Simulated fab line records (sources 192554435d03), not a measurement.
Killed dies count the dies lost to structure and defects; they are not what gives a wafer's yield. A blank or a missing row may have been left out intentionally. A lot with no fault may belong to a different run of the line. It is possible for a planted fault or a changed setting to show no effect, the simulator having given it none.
Chamber matching | flow n5_finfet | 4 sister chambers for N5_MOL_CONTACT_COAG_ALD_133 on ald_sin-04
The step deposits SiO2, target thk 5 nm, pulse time 1 s, co reactant pulse time 1 s. 4 wafers are shown with their chamber, then 8 later ones without.

== WAFERS, EACH WITH ITS CHAMBER ==
wafer  | chamber | heater_power_w (W)
L083.2 | 3       | 82
L083.3 | 1       | 73
L084.6 | 2       | 71
L085.1 | 0       | 72

== WAFERS WITH NO CHAMBER GIVEN ==
wafer  | heater_power_w (W)
L085.4 | 76
L085.5 | 70
L086.4 | 71
L086.5 | 76
L086.6 | 71
L094.1 | 78
L094.5 | 75
L094.6 | 79

== CHAMBER TAKEN BY EACH ==
wafer  | from the rows above               | in truth
L085.4 | can't be placed: 1 or 0 or 2 or 3 | 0
L085.5 | can't be placed: 2 or 0 or 1      | 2
L086.4 | can't be placed: 2 or 0 or 1      | 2
L086.5 | can't be placed: 1 or 0 or 2 or 3 | 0
L086.6 | can't be placed: 2 or 0 or 1      | 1
L094.1 | can't be placed: 3 or 1 or 0 or 2 | 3
L094.5 | can't be placed: 1 or 0 or 2      | 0
L094.6 | can't be placed: 3 or 1 or 0      | 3
0 of 8 placed correctly. Not placeable from these rows: 8 (in 8, the candidates include the true chamber). 0 placed wrongly.
How it was worked out, from the rows above alone: a wafer's distance from a chamber is the root of the sum, over the readings, of the square of ((its reading less the chamber's mean) divided by the reading's scatter). If the next closest chamber is less than 2 further off than the closest, the wafer can't be placed; otherwise it belongs to the closest. Each chamber's mean is taken over the wafers shown for it. The scatter: with one shown wafer a chamber, the root of the mean of the squares of how far each hidden wafer lies from its nearest shown one.
